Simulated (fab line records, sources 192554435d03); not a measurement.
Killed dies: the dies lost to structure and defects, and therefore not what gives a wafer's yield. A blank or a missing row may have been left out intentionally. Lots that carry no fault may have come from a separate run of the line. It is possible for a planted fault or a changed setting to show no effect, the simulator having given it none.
Matching of chambers    flow n5-finfet    pecvd-01 running N5_BEOL_M8_DEP_56: 3 sister chambers
The step deposits SiCN from 3MS/NH3, target thk 10 nm, time 17.5 s. 16 wafers are shown with their chamber, then 8 later ones without.

## WAFERS, EACH WITH ITS CHAMBER
wafer   chamber  throttle-valve-pct (%)  showerhead-plenum-p-Torr (Torr)
L076.1  2        9.05                    3.660
L076.2  0        8.91                    3.678
L076.4  2        8.79                    3.658
L079.1  2        8.58                    3.664
L079.2  0        8.88                    3.683
L079.6  0        9.13                    3.687
L082.4  1        9.59                    3.659
L082.5  2        8.68                    3.656
L082.6  0        8.65                    3.684
L083.1  2        8.83                    3.662
L083.2  1        9.54                    3.659
L083.6  2        8.89                    3.651
L080.1  1        9.58                    3.672
L080.2  2        8.98                    3.663
L080.4  1        9.46                    3.646
L084.3  0        9.06                    3.685

SIGNATURES (averages over the wafers above)
reading                   chamber 0  chamber 1  chamber 2  scatter within a chamber
throttle-valve-pct        8.9260     9.5425     8.8286     0.154
showerhead-plenum-p-Torr  3.68340    3.65900    3.65914    0.00625
Rule: distance of a wafer from a chamber = root of the sum over the readings of ((wafer's reading minus chamber's mean) / reading's scatter) squared. The wafer belongs to the nearest chamber; if the next one is less than 2 further off, it can't be placed. The scatter: the root of (the sum of the squares of (reading less its chamber's mean) over the shown wafers, divided by (wafers less chambers)).

## WAFERS WHOSE CHAMBER IS MISSING
wafer   throttle-valve-pct (%)  showerhead-plenum-p-Torr (Torr)
L084.5  9.04                    3.667
L084.6  9.75                    3.658
L092.2  9.00                    3.659
L092.3  9.37                    3.651
L092.4  8.91                    3.677
L096.3  8.81                    3.669
L096.5  8.53                    3.684
L096.6  8.89                    3.669

## CHAMBER TAKEN BY EACH
wafer   from the rows above           in truth
L084.5  can't be placed: 2 or 0 or 1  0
L084.6  1                             1
L092.2  2                             2
L092.3  1                             1
L092.4  can't be placed: 0 or 2       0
L096.3  can't be placed: 2 or 0       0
L096.5  can't be placed: 0 or 2       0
L096.6  can't be placed: 2 or 0       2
Correctly placed: 3 of 8. Not placeable from these rows: 5 (in 5, the candidates include the true chamber). Wrongly placed: 0.
